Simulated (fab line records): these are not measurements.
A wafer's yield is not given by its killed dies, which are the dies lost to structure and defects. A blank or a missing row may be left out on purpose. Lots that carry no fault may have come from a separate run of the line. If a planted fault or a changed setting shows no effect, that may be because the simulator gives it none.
A lot that was struck, set against a sound lot	flow nandHarc	13 steps out of a route of 1159
Sound: the wafers L708.1, L708.3, L708.4. Struck: wafers L718.1, L718.5, L718.6. The cause is given at the end.
Order at every step that has rows: each side's tool, ch and its chambers, its first start. Under that, the readings that differ: sound wafers	struck wafers	difference of the means	sigmas: that difference in standard deviations of wafers without a fault.
alike: a reading whose means differ by less than 2 such deviations, as well as words and numbers matching on both sides. not compared: withheld readings; readings where some wafer has no value; bounds like >300 that might hide an equal value; numbers whose values overlap and for which the record gives no deviation.
A row with sigmas, a row that says differs or no value, or rows on one side alone: a step with any of these is where the two part. Numbers that don't overlap but have no deviation are shown without sigmas and don't part them. Lack of a reading on every wafer of one side parts them only where that side has two or more wafers.

first, 2 steps without rows for these wafers: NHARC_A_STAIRCASE_SRD_154; NHARC_A_STAIRCASE_ETCH_403 (etches SiO2 in dHF, target depth 108.2 nm).
NHARC_A_STAIRCASE_ETCHBACK_422: etches the open film in CH3F/O2, target depth 40 nm, time 74.286 s.
  sound on rieDiel-01 ch 0,2,3, day 15 18:38; struck on rieDiel-01 ch 0,2,3, day 18 10:15
reading	sound	struck	difference	sigmas
oesProductAu (a.u.)	1.02 1.01 1.00	0.94 0.92 0.93	-0.08	-2
  alike: drypumpMotorCurrentA, o2FlowSccm, rfVppV, showerheadPlenumPTorr, throttleValvePct
  not compared: rfHoursCounterH
then, 1 step without rows for these wafers: NHARC_A_STAIRCASE_ETCH_423 (etches SiO2 in dHF, target depth 30 nm).
NHARC_A_STAIRCASE_ETCHBACK_157: etches the open film in CH3F/O2, target depth 90 nm, time 167.14 s.
  sound on rieDiel-07 ch 1,2,3, day 15 19:01; struck on rieDiel-11 ch 0,3, day 18 10:35
reading	sound	struck	difference	sigmas
oesProductAu (a.u.)	0.92 0.91 0.91	1.01 1.00 1.02	+0.10	+3
  alike: drypumpMotorCurrentA, o2FlowSccm, rfVppV, showerheadPlenumPTorr, throttleValvePct
  not compared: rfHoursCounterH
NHARC_A_STAIRCASE_STRIP_475: strips in O2, time 20 s.
  sound on rieDiel-07 ch 0,1,2; struck on rieDiel-11 ch 1,2
  alike: drypumpMotorCurrentA, o2FlowSccm, oesProductAu, rfVppV, showerheadPlenumPTorr, throttleValvePct
  not compared: rfHoursCounterH
NHARC_A_STAIRCASE_DEP_471: deposits SiO2, target thk 100 nm.
  sound on pecvd-01 ch 1,2, day 15 19:29; struck on pecvd-04 ch 1,2, day 18 11:02
  alike: chamberPressureTorr, flowSccm, heaterPowerOuterW, heaterPowerW, throttleValvePct
NHARC_A_STAIRCASE_CMP_472: polishes SiO2.
  sound on cmp-02 ch 0,2,3, day 15 19:44; struck on cmp-02 ch 1,2,3, day 18 11:19
  alike: motorCurrentA
  not compared: padLifeWafers
following that, these wafers have no rows for 1 step: NHARC_A_STAIRCASE_SRD_474.
NHARC_A_STAIRCASE_INSPECT_155:
  sound on defectInspect-01 at day 15 20:04; struck on defectInspect-01 at day 18 11:41
  alike: rawDefectCount
NHARC_A_SGD_CUT_DEP_00: deposits SiNx, target thk 50 nm.
  sound on pecvd-01 ch 0,1,2, day 15 20:08; struck on pecvd-03 ch 0,1, day 18 11:47
  no value came back on the struck wafers for heaterPowerOuterW (W), heaterPowerW (W); on the sound wafers heaterPowerOuterW (W) reads 365 374 416
then, 1 step without rows for these wafers: NHARC_A_SGD_CUT_DEHYDRATE_01 (time 120 s).
-- break in the record here, with 6 days between the starts of the struck wafers on either side (left off in module A_SGD_CUT, picked up again in module END, where the first step shown is number 1159 on the route) --
NHARC_END_SORT_01:
  sound on prober-01 ch 0, day 21 07:41; struck on prober-02 ch 0, day 24 04:55
reading	sound	struck	difference	sigmas
killedAtArray	31 30 39	533 543 533	+503	+46
killedDies	35 33 44	536 543 537	+501	+42
  alike: killedAtOther, killedAtPeriphery, killedOpen, killedShort

## WHERE THEY PART
Earliest at NHARC_A_STAIRCASE_ETCHBACK_422; latest, in this record, at NHARC_END_SORT_01.

WHY: what had been put in by the simulator
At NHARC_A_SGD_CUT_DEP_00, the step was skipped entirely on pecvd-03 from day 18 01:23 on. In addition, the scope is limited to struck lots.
